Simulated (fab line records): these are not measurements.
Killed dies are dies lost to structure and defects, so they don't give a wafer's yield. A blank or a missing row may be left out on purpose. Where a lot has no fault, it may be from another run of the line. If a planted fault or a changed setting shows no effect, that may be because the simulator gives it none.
fab line records ; flow n5_finfet
[record] lots = 11; wafers = 32; last_day = 19
route steps=1938 shown BEOL_M11@1589 BEOL_M12@1609 PASSIVATION@1936
lots that met no fault: taken from a fault-free run of the same line
start_h: hours from the record's first day to the start of the lot's first wafer shown ; wait_h: hours elapsed since this lot's preceding step ; " same as the row above ; L1.1+2: one row covering several wafers at once ; - no value present, or no start provided ; * or withheld: withheld ; < > ~ a bound
route shown NAME@n: NAME is a module with steps in the file, n the number in the route of the first one ; usual: mean/standard deviation of fault-free wafers ; same: alike in all rows ; chamber/n: place in a boat ; sites: the reading at each site ; _std_site: their standard deviation ; _edge_site: mean of outer sites minus mean of inner sites ; radius_mm: how far each site lies from the wafer's centre ; mask NAME#n: copy n ; behind: tool/chamber where the wafer was last shaped ; hold: the reason the lot was held/the length of the hold in hours/how it ended ; device: the transistor (n, p or np) that didn't switch ; end of line: the route-end tests of the same wafers ; a step without rows: its recipe alone ; killed: at the first sort, the dies lost to defects and structure; wafer yield is something else ; map: a wafer's dies, marking killed ones x, the rest . and places with no die _
set.NAME: the setting that was run; set.NAME@STEP: the one run at that earlier step ; model.NAME: the simulator's own value behind a step, which no gauge read
route steps across a sampled set of lots; one table per step, one row per wafer
services: the hour from which a tool's chamber was out of use, counted from the record's first day as start_h (under 0 if before that day), plus the number of hours and why
[[steps]]
[step N5_BEOL_M11_PRE_CLEAN_45]
[recipe] gas = H2/He; time_s = 30; temp_c = 250
[usual] heater_power_w = 343/36
lot.wafer;tool;chamber;start_h;wait_h;heater_power_w
L982.3;pvd_sputter-01;-;263.70;0.0;383
L982.5;pvd_sputter-01;-;263.70;0.0;367
L982.6;pvd_sputter-01;-;263.70;0.0;319
L984.1;pvd_sputter-03;-;271.34;0.0;333
L984.2;pvd_sputter-03;-;271.34;0.0;305
L984.6;pvd_sputter-03;-;271.34;0.0;311
L983.2;pvd_sputter-02;-;271.55;0.0;428
L983.3;pvd_sputter-02;-;271.55;0.0;305
L983.5;pvd_sputter-02;-;271.55;0.0;291
L986.1;pvd_sputter-01;-;287.26;0.0;379
L986.3;pvd_sputter-01;-;287.26;0.0;393
L986.4;pvd_sputter-01;-;287.26;0.0;360
L988.5;pvd_sputter-03;-;295.37;0.0;324
L988.6;pvd_sputter-03;-;295.37;0.0;313
L987.1;pvd_sputter-03;-;300.33;0.0;306
L987.3;pvd_sputter-03;-;300.33;0.0;315
L987.6;pvd_sputter-03;-;300.33;0.0;324
L995.2;pvd_sputter-01;-;326.05;0.0;393
L995.5;pvd_sputter-01;-;326.05;0.0;390
L995.6;pvd_sputter-01;-;326.05;0.0;362
L994.1;pvd_sputter-01;-;342.39;0.0;395
L994.3;pvd_sputter-01;-;342.39;0.0;376
L994.5;pvd_sputter-01;-;342.39;0.0;391
L100.2;pvd_sputter-02;-;353.59;0.0;328
L100.3;pvd_sputter-02;-;353.59;0.0;294
L100.6;pvd_sputter-02;-;353.59;0.0;294
L105.1;pvd_sputter-02;-;411.73;0.0;290
L105.3;pvd_sputter-02;-;411.73;0.0;293
L105.6;pvd_sputter-02;-;411.73;0.0;292
L104.1;pvd_sputter-03;-;414.70;0.0;360
L104.3;pvd_sputter-03;-;414.70;0.0;307
L104.4;pvd_sputter-03;-;414.70;0.0;317
[step N5_BEOL_M11_SURFACE_TREAT_76]
[recipe] gas = Ar; time_s = *; ion_energy_ev = *; ion_current_ma_cm2 = 0.5; pressure_mtorr = *; ar_flow_sccm = 30
[usual] pressure_mtorr = *; throttle_valve_pct = *
lot.wafer;tool;chamber;start_h;wait_h;pressure_mtorr;throttle_valve_pct
L982.3;pvd_sputter-01;-;264.18;0.3;*;*
L982.5;pvd_sputter-01;-;264.18;0.3;*;*
L982.6;pvd_sputter-01;-;264.18;0.3;*;*
L984.1;pvd_sputter-03;-;271.72;0.2;*;*
L984.2;pvd_sputter-03;-;271.72;0.2;*;*
L984.6;pvd_sputter-03;-;271.72;0.2;*;*
L983.2;pvd_sputter-01;-;271.96;0.2;*;*
L983.3;pvd_sputter-01;-;271.96;0.2;*;*
L983.5;pvd_sputter-01;-;271.96;0.2;*;*
L986.1;pvd_sputter-01;-;287.68;0.2;*;*
L986.3;pvd_sputter-01;-;287.68;0.2;*;*
L986.4;pvd_sputter-01;-;287.68;0.2;*;*
L988.5;pvd_sputter-03;-;296.27;0.4;*;*
L988.6;pvd_sputter-03;-;296.27;0.4;*;*
L987.1;pvd_sputter-01;-;300.71;0.2;*;*
L987.3;pvd_sputter-01;-;300.71;0.2;*;*
L987.6;pvd_sputter-01;-;300.71;0.2;*;*
L995.2;pvd_sputter-01;-;328.01;1.5;*;*
L995.5;pvd_sputter-01;-;328.01;1.5;*;*
L995.6;pvd_sputter-01;-;328.01;1.5;*;*
L994.1;pvd_sputter-01;-;342.79;0.2;*;*
L994.3;pvd_sputter-01;-;342.79;0.2;*;*
L994.5;pvd_sputter-01;-;342.79;0.2;*;*
L100.2;pvd_sputter-02;-;353.97;0.2;*;*
L100.3;pvd_sputter-02;-;353.97;0.2;*;*
L100.6;pvd_sputter-02;-;353.97;0.2;*;*
L105.1;pvd_sputter-02;-;412.13;0.2;*;*
L105.3;pvd_sputter-02;-;412.13;0.2;*;*
L105.6;pvd_sputter-02;-;412.13;0.2;*;*
L104.1;pvd_sputter-01;-;415.22;0.2;*;*
L104.3;pvd_sputter-01;-;415.22;0.2;*;*
L104.4;pvd_sputter-01;-;415.22;0.2;*;*
[step N5_BEOL_M12_PEB_08]
[recipe] peb_temp_c = 130; peb_time_s = 90
[usual] exhaust_pa = 45.1/0.78; heater_power_total_W = 172.5/0.79; plate_temp_C = 130.02/0.13
lot.wafer;tool;chamber;start_h;wait_h;exhaust_pa;heater_power_total_W;plate_temp_C
L982.3;litho_track-04;0;266.32;0.0;45.4;171.6;129.94
L982.5;litho_track-04;0;266.32;0.0;46.6;171.6;129.97
L982.6;litho_track-04;0;266.32;0.0;45.9;172.3;129.99
L984.1;litho_track-04;0;273.39;0.1;44.9;173.0;130.16
L984.2;litho_track-04;0;273.39;0.1;44.0;171.3;130.19
L984.6;litho_track-04;0;273.39;0.1;44.3;172.5;130.03
L983.2;litho_track-03;0;273.55;0.0;46.2;173.3;129.97
L983.3;litho_track-03;0;273.55;0.0;45.2;172.9;129.90
L983.5;litho_track-03;0;273.55;0.0;45.4;172.8;129.73
L986.1;litho_track-03;0;289.51;0.1;44.5;173.1;129.90
L986.3;litho_track-03;0;289.51;0.1;45.8;172.7;130.12
L986.4;litho_track-03;0;289.51;0.1;46.5;171.8;130.11
L988.5;litho_track-03;0;298.36;0.0;46.4;172.2;130.07
L988.6;litho_track-03;0;298.36;0.0;46.1;172.1;130.22
L987.1;litho_track-04;0;302.78;0.1;45.7;171.6;130.07
L987.3;litho_track-04;0;302.78;0.1;44.6;172.2;130.11
L987.6;litho_track-04;0;302.78;0.1;45.7;171.3;129.99
L995.2;litho_track-03;0;329.83;0.0;45.2;179.9;133.45
L995.5;litho_track-03;0;329.83;0.0;44.4;177.3;133.52
L995.6;litho_track-03;0;329.83;0.0;44.3;176.9;133.49
L994.1;litho_track-03;0;344.62;0.1;44.3;178.0;133.47
L994.3;litho_track-03;0;344.62;0.1;44.5;178.6;133.32
L994.5;litho_track-03;0;344.62;0.1;44.4;177.2;133.19
L100.2;litho_track-05;0;356.84;0.0;46.0;173.7;129.94
L100.3;litho_track-05;0;356.84;0.0;44.7;171.6;129.98
L100.6;litho_track-05;0;356.84;0.0;44.2;171.8;129.99
L105.1;litho_track-03;0;414.34;0.1;46.3;172.3;129.87
L105.3;litho_track-03;0;414.34;0.1;45.5;172.2;129.96
L105.6;litho_track-03;0;414.34;0.1;45.5;172.3;130.05
L104.1;litho_track-03;0;417.16;0.1;43.9;171.8;130.10
L104.3;litho_track-03;0;417.16;0.1;45.8;171.9;130.13
L104.4;litho_track-03;0;417.16;0.1;45.1;172.2;130.13
[step N5_BEOL_M12_CD_MEAS_10]
[recipe] target_cd_nm = 140; landing_energy_ev = 500; detector = se_inlens; polarity = opening
[usual] cd_nm = 139.6/1.5
lot.wafer;tool;chamber;start_h;wait_h;cd_nm
L982.3;cd_sem-01;0;266.44;-;141.0
L982.5;cd_sem-01;0;266.44;-;144.1
L982.6;cd_sem-01;0;266.44;-;141.4
L984.1;cd_sem-01;0;273.50;-;139.1
L984.2;cd_sem-01;0;273.50;-;139.9
L984.6;cd_sem-01;0;273.50;-;139.7
L983.2;cd_sem-03;0;273.66;-;138.7
L983.3;cd_sem-03;0;273.66;-;140.0
L983.5;cd_sem-03;0;273.66;-;138.9
L986.1;cd_sem-02;0;289.62;-;141.6
L986.3;cd_sem-02;0;289.62;-;143.0
L986.4;cd_sem-02;0;289.62;-;140.1
L988.5;cd_sem-01;0;298.48;-;142.7
L988.6;cd_sem-01;0;298.48;-;141.8
L987.1;cd_sem-01;0;302.89;-;139.4
L987.3;cd_sem-01;0;302.89;-;138.4
L987.6;cd_sem-01;0;302.89;-;137.7
L995.2;cd_sem-01;0;329.94;-;150.8
L995.5;cd_sem-01;0;329.94;-;150.0
L995.6;cd_sem-01;0;329.94;-;149.9
L994.1;cd_sem-03;0;344.74;-;147.3
L994.3;cd_sem-03;0;344.74;-;146.7
L994.5;cd_sem-03;0;344.74;-;147.1
L100.2;cd_sem-03;0;356.95;-;140.4
L100.3;cd_sem-03;0;356.95;-;140.8
L100.6;cd_sem-03;0;356.95;-;139.5
L105.1;cd_sem-03;0;414.45;-;138.2
L105.3;cd_sem-03;0;414.45;-;139.1
L105.6;cd_sem-03;0;414.45;-;138.3
L104.1;cd_sem-01;0;417.27;-;140.7
L104.3;cd_sem-01;0;417.27;-;140.6
L104.4;cd_sem-01;0;417.27;-;141.1
[step N5_BEOL_M12_DESCUM_15]
[recipe] chemistry = O2; time_s = 7.9; source_power_w = 50; bias_power_w = 20; pressure_mtorr = 20; rf_frequency_hz = 2.712e+07; temp_c = 40; o2_flow_sccm = 225
[usual] drypump_motor_current_A = 5.7/0.42; oes_product_au = 0.81/0.087; rf_vpp_V = 243.3/1; showerhead_plenum_p_Torr = 2.10/0.044; throttle_valve_pct = 20.40/0.22
lot.wafer;tool;chamber;start_h;wait_h;drypump_motor_current_A;oes_product_au;rf_hours_counter_h;rf_vpp_V;showerhead_plenum_p_Torr;throttle_valve_pct
L982.3;rie_diel-06;2;266.56;0.0;6.3;0.70;230;243.4;2.05;20.46
L982.5;rie_diel-06;3;266.56;0.0;5.8;0.71;-;242.4;2.09;20.65
L982.6;rie_diel-06;0;266.56;0.0;5.8;0.86;-;243.8;2.12;20.42
L984.1;rie_diel-06;0;273.63;0.1;5.8;0.85;64;244.2;2.11;20.43
L984.2;rie_diel-06;1;273.63;0.1;5.8;0.82;68;243.2;2.10;20.05
L984.6;rie_diel-06;0;273.63;0.1;5.8;0.85;-;242.3;2.11;20.44
L983.2;rie_diel-02;2;273.75;0.0;5.8;0.82;80;244.4;2.12;20.42
L983.3;rie_diel-02;0;273.75;0.0;5.2;0.95;3;243.5;2.15;20.39
L983.5;rie_diel-02;3;273.75;0.0;6.4;0.86;-;246.2;2.21;20.30
L986.1;rie_diel-05;0;289.71;0.0;6.2;0.69;209;243.1;2.09;20.86
L986.3;rie_diel-05;1;289.71;0.0;5.4;0.71;211;242.1;2.06;20.70
L986.4;rie_diel-05;3;289.71;0.0;5.3;0.83;-;243.2;2.11;20.26
L988.5;rie_diel-06;0;298.58;0.0;5.8;0.85;-;243.8;2.11;20.45
L988.6;rie_diel-06;1;298.58;0.0;5.7;0.80;-;244.1;2.10;20.06
L987.1;rie_diel-02;3;302.98;0.0;6.4;0.85;65;245.5;2.21;20.34
L987.3;rie_diel-02;2;302.98;0.0;5.8;0.80;90;243.3;2.11;20.45
L987.6;rie_diel-02;0;302.98;0.0;5.2;0.90;-;243.6;2.14;20.44
L995.2;rie_diel-02;2;330.14;0.1;5.8;0.79;102;243.2;2.11;20.46
L995.5;rie_diel-02;2;330.14;0.1;5.8;0.80;-;241.9;2.11;20.45
L995.6;rie_diel-02;3;330.14;0.1;6.3;0.84;-;245.9;2.20;20.35
L994.1;rie_diel-06;1;344.87;0.1;5.8;0.77;95;242.7;2.09;20.07
L994.3;rie_diel-06;0;344.87;0.1;5.8;0.82;92;242.4;2.10;20.46
L994.5;rie_diel-06;0;344.87;0.1;5.8;0.82;-;245.2;2.11;20.47
L100.2;rie_diel-02;2;357.04;0.0;5.8;0.77;112;244.2;2.11;20.47
L100.3;rie_diel-02;3;357.04;0.0;6.4;0.82;87;244.0;2.20;20.36
L100.6;rie_diel-02;0;357.04;0.0;5.2;0.85;-;243.0;2.14;20.44
L105.1;rie_diel-06;1;414.54;0.0;5.8;0.76;122;244.5;2.08;20.11
L105.3;rie_diel-06;2;414.54;0.0;6.3;0.97;19;242.8;2.04;20.23
L105.6;rie_diel-06;1;414.54;0.0;5.7;0.76;-;242.6;2.08;20.12
L104.1;rie_diel-05;3;417.77;0.4;5.3;0.78;117;244.1;2.09;20.33
L104.3;rie_diel-05;2;417.77;0.4;5.5;0.86;44;242.3;2.05;20.20
L104.4;rie_diel-05;1;417.77;0.4;5.4;0.67;-;241.6;2.05;20.75
[step N5_PASSIVATION_PROBE_49]
[usual] defect_limited_yield = 91.6/1.4; killed_at_M0_to_M3 = 33/10; killed_at_M4_up = 13/5.3; killed_at_contacts = 13/5.9; killed_at_front_end = 36/12; killed_at_other = 4/3.1; killed_dies = 99/16; killed_open = 65/13; killed_short = 32/7.3; sort_bin_5_function = 4.9/0.9; sort_bin_6_memory = 3.1/0.66; sort_bin_8_speed = 0.0/0.42; sort_n_pass = 1081/17; sort_yield_pct = 91.6/1.4
[same] gross_dies = 1180; killed_at_back_side = 0; sort_bin_4_leakage[%] = 0
lot.wafer;tool;chamber;start_h;wait_h;defect_limited_yield[%];killed_at_M0_to_M3;killed_at_M4_up;killed_at_contacts;killed_at_front_end;killed_at_other;killed_dies;killed_open;killed_short;sort_bin_5_function[%];sort_bin_6_memory[%];sort_bin_8_speed[%];sort_n_pass;sort_yield_pct[%]
L995.5;prober-02;-;366.12;0.2;92.4;19;13;15;38;5;90;63;25;4.2;3.1;0;1090;92.4
L995.6;prober-02;-;366.17;0.3;90.3;28;16;13;57;1;115;77;31;6.0;3.0;0;1065;90.3
// killed by level:class
L995.5 MOL_CONTACT_COAG:geometric_particle:open=13 BEOL_M4:geometric_particle:open=9 FIN_SAQP:geometric_particle:short=8 FIN_SAQP:geometric_particle:open=7 DUMMY_GATE:geometric_particle:open=6 STI_FIN_REVEAL:geometric_particle:open=5 BEOL_M0:geometric_particle:open=5 BEOL_M3:geometric_particle:open=5
L995.6 FIN_SAQP:geometric_particle:open=18 BEOL_M3:geometric_particle:open=14 FIN_SAQP:geometric_particle:short=11 DUMMY_GATE:geometric_particle:open=9 MOL_CONTACT_COAG:geometric_particle:open=9 STI_FIN_REVEAL:geometric_particle:open=7 BEOL_M3:geometric_particle:short=7 BEOL_M4:geometric_particle:open=7
[[services]]
tool;chamber;start_h;hours;kind
rie_diel-02;0;250.82;-;clean
rie_diel-02;0;250.82;-;consumable_replace:focus_ring
rie_diel-02;0;250.82;18.0;scheduled_down
rie_diel-02;0;250.82;18.0;vent_cycle
rie_diel-02;1;269.00;-;clean
rie_diel-02;1;269.00;-;consumable_replace:focus_ring
rie_diel-02;1;269.00;33.2;scheduled_down
rie_diel-02;1;269.00;33.2;vent_cycle
rie_diel-02;2;274.60;2.7;repair
rie_diel-05;2;276.14;-;clean
rie_diel-05;2;276.14;-;consumable_replace:focus_ring
rie_diel-05;2;276.14;16.3;scheduled_down
rie_diel-05;2;276.14;16.3;vent_cycle
rie_diel-06;2;318.16;10.9;repair
litho_track-04;-;344.63;-;consumable_replace:filter
rie_diel-02;0;359.18;8.3;repair
rie_diel-06;-;369.08;2.8;pm
rie_diel-06;3;388.92;-;clean
rie_diel-06;3;388.92;-;consumable_replace:focus_ring
rie_diel-06;3;388.92;19.5;scheduled_down
rie_diel-06;3;388.92;19.5;vent_cycle
rie_diel-02;0;396.89;2.6;repair
pvd_sputter-02;-;398.94;1.0;repair
rie_diel-05;0;399.21;-;clean
[[key]]
[first_sign] step = N5_BEOL_M12_PEB_08; reading = plate_temp_C; direction = up; sigmas = 27; usual = *; struck = *
[effect] step = N5_BEOL_M12_PEB_08; reading = heater_power_total_W; direction = up; sigmas = 7; usual = *; struck = *
[effect] step = N5_BEOL_M12_CD_MEAS_10; reading = cd_nm; direction = up; sigmas = 5.9; usual = 139.6; struck = 148.6; through = control_loop
met_at N5_BEOL_M12_PEB_08
struck_lots L994,L995
[loop_trim] step = N5_BEOL_M12_EXPOSE_07; setting = dose; lots = L994
not_acting_at N5_BEOL_M11_PRE_CLEAN_45,N5_BEOL_M11_SURFACE_TREAT_76,N5_BEOL_M12_DESCUM_15
onset_between 298.36 329.83
[fault] kind = process_parameter_drift; tool = litho_track-03; chamber = -; onset_h = 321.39; steps = N5_BEOL_M12_PEB_08; channel = peb_temp_c; offset = *; shape = step; end_h = 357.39; acts_in = *; stated = *
// loop_trim: a control loop set the setting to another value than it would have without faults
